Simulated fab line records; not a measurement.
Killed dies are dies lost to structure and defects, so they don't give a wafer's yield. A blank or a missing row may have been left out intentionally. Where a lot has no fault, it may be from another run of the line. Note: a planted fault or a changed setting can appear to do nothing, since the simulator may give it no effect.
Comparing a struck lot with a sound one :: flow nand-harc :: 15 out of 1159 route steps
Sound: wafers L270.3, L270.4, L270.5. Struck: wafers L260.1, L260.2, L260.5. Last of all comes the cause.
At each step with rows: each side's tool, then ch and its chambers, then its first start. Under that, the readings that differ: sound wafers :: struck wafers :: difference of the means :: sigmas: that difference in standard deviations of wafers without a fault.
alike: a reading whose means differ by less than 2 such deviations, as well as words and numbers matching on both sides. not compared: withheld readings; readings where some wafer has no value; bounds like >300 that might hide an equal value; numbers whose values overlap and for which the record gives no deviation.
A row with sigmas, a row that says differs or no value, or rows on one side alone: a step with any of these is where the two part. When numbers do not overlap yet have no deviation, they are printed without sigmas and do not part them. Lack of a reading on every wafer of one side parts them only where that side has two or more wafers.

first, 9 steps without rows for these wafers: NHARC_P_ZERO_WELL_DEHYDRATE_03 (time 120 s); NHARC_P_ZERO_WELL_HMDS_04 (time 30 s); NHARC_P_ZERO_WELL_COAT_64 (time 65 s); NHARC_P_ZERO_WELL_COAT_05 (resist thk 600 nm); NHARC_P_ZERO_WELL_SOFTBAKE_06 (time 70 s); NHARC_P_ZERO_WELL_EBR_07; NHARC_P_ZERO_WELL_EXPOSE_08 (exposes mask P ZERO, target cd 500 nm); NHARC_P_ZERO_WELL_PEB_09 (peb time 80 s); NHARC_P_ZERO_WELL_DEVELOP_10 (time 50 s).
NHARC_P_ZERO_WELL_CD_MEAS_11: the cd target is 500 nm.
  sound on cd-sem-03 ch 0, day 6 01:16; struck on cd-sem-03 ch 0, day 3 13:14
  alike: cd-nm
then, 1 step without rows for these wafers: NHARC_P_ZERO_WELL_HARDBAKE_12 (time 65 s).
NHARC_P_ZERO_WELL_DESCUM_13: chemistry O2, time 3 s.
  sound on rie-diel-07 ch 1,2, day 6 01:25; struck on rie-diel-10 ch 1,3, day 3 13:25
reading: showerhead-plenum-p-Torr (Torr)
sound: 1.92 1.91 1.92
struck: 1.88 1.80 1.80
difference: -0.09
sigmas: -2
  alike: drypump-motor-current-A, oes-product-au, rf-vpp-V, throttle-valve-pct
  not compared: rf-hours-counter-h
NHARC_P_ZERO_WELL_ETCH_65: etches the open film in N2/H2, target depth 80 nm, overetch 24 nm, time 87.88 s.
  sound on rie-diel-07 ch 0,1,2, day 6 01:31; struck on rie-diel-10 ch 0,1, day 3 13:29
  no value came back on the struck wafers for any of 7 readings (bias-w (W), chamber-pressure-mTorr (mTorr) and others); on the sound wafers bias-w (W) reads 149.7 150.2 149.7
  not compared: rf-hours-counter-h
NHARC_P_ZERO_WELL_ETCH_62: etches the open film in CHF3/Ar, target depth 13 nm, time 6.5 s.
  sound on rie-diel-07 ch 1,2; struck on rie-diel-10 ch 1,2,3, day 3 13:35
  alike: bias-w, chamber-pressure-mTorr, drypump-motor-current-A, oes-product-au, rf-vpp-V, showerhead-plenum-p-Torr, throttle-valve-pct
  not compared: rf-hours-counter-h
-- jump in the record: it breaks off in module P_ZERO_WELL and resumes in module END (first step shown: number 1159 of the route), and 18 days separate the struck wafers' starts before and after --
NHARC_END_SORT_01:
  the record has rows for the struck wafers here (prober-01 ch 0, day 21 12:52) and none for the sound ones

WHERE THEY PART
First at NHARC_P_ZERO_WELL_DESCUM_13; last, within this record, at NHARC_END_SORT_01.

WHY: the cause the simulator had injected
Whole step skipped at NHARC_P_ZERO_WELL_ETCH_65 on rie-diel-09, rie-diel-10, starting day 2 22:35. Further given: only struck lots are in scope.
